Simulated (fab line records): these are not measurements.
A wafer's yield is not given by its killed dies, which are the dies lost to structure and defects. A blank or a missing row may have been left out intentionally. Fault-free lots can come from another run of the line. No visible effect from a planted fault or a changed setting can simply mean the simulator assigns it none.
Matching of chambers :: flow n5Finfet :: N5_BEOL_M6_CURE_75 on uvCure-02 has 3 sister chambers
The step cures SiCOH lowk, time 120 s. 6 wafers are shown with their chamber, then 9 later ones without.

WAFERS PAIRED WITH THEIR CHAMBERS
wafer: L079.4
chamber: 1
lampPowerPct (%): 52.37
wafer_temp_C_max: 371.7

wafer: L079.6
chamber: 1
lampPowerPct (%): 52.37
wafer_temp_C_max: 371.9

wafer: L081.5
chamber: 2
lampPowerPct (%): 52.33
wafer_temp_C_max: 371.3

wafer: L081.6
chamber: 2
lampPowerPct (%): 52.21
wafer_temp_C_max: 371.9

wafer: L085.5
chamber: 0
lampPowerPct (%): 52.37
wafer_temp_C_max: 371.2

wafer: L085.6
chamber: 0
lampPowerPct (%): 52.32
wafer_temp_C_max: 371.8

WAFERS WITHOUT THEIR CHAMBER
wafer: L087.1
lampPowerPct (%): 52.24
wafer_temp_C_max: 371.8

wafer: L087.2
lampPowerPct (%): 52.36
wafer_temp_C_max: 371.3

wafer: L087.3
lampPowerPct (%): 52.41
wafer_temp_C_max: 371.3

wafer: L090.2
lampPowerPct (%): 52.38
wafer_temp_C_max: 372.1

wafer: L090.3
lampPowerPct (%): 52.25
wafer_temp_C_max: 371.7

wafer: L090.6
lampPowerPct (%): 52.29
wafer_temp_C_max: 372.0

wafer: L093.1
lampPowerPct (%): 52.23
wafer_temp_C_max: 371.4

wafer: L093.5
lampPowerPct (%): 52.30
wafer_temp_C_max: 371.9

wafer: L093.6
lampPowerPct (%): 52.36
wafer_temp_C_max: 371.1

WHICH CHAMBER EACH ONE RAN IN
wafer: L087.1
from the rows above: can't be placed: 2 or 0 or 1
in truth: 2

wafer: L087.2
from the rows above: can't be placed: 0 or 1 or 2
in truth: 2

wafer: L087.3
from the rows above: can't be placed: 0 or 1 or 2
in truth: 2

wafer: L090.2
from the rows above: can't be placed: 1 or 0 or 2
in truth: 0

wafer: L090.3
from the rows above: can't be placed: 2 or 0 or 1
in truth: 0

wafer: L090.6
from the rows above: can't be placed: 2 or 1 or 0
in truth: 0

wafer: L093.1
from the rows above: can't be placed: 2 or 0 or 1
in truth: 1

wafer: L093.5
from the rows above: can't be placed: 2 or 1 or 0
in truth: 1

wafer: L093.6
from the rows above: can't be placed: 0 or 1 or 2
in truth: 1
Correctly placed: 0 of 9. Unplaceable from these rows: 9, with the true chamber sitting among the candidates in 9. 0 placed wrongly.
How it was worked out, from the rows above alone: a wafer's distance from a chamber is the root of the sum, over the readings, of the square of ((its reading less the chamber's mean) divided by the reading's scatter). If the next closest chamber is less than 2 further off than the closest, the wafer can't be placed; otherwise it belongs to the closest. A chamber's mean is the mean of its shown wafers. The scatter: the root of (the sum of the squares of (reading less its chamber's mean) over the shown wafers, divided by (wafers less chambers)).
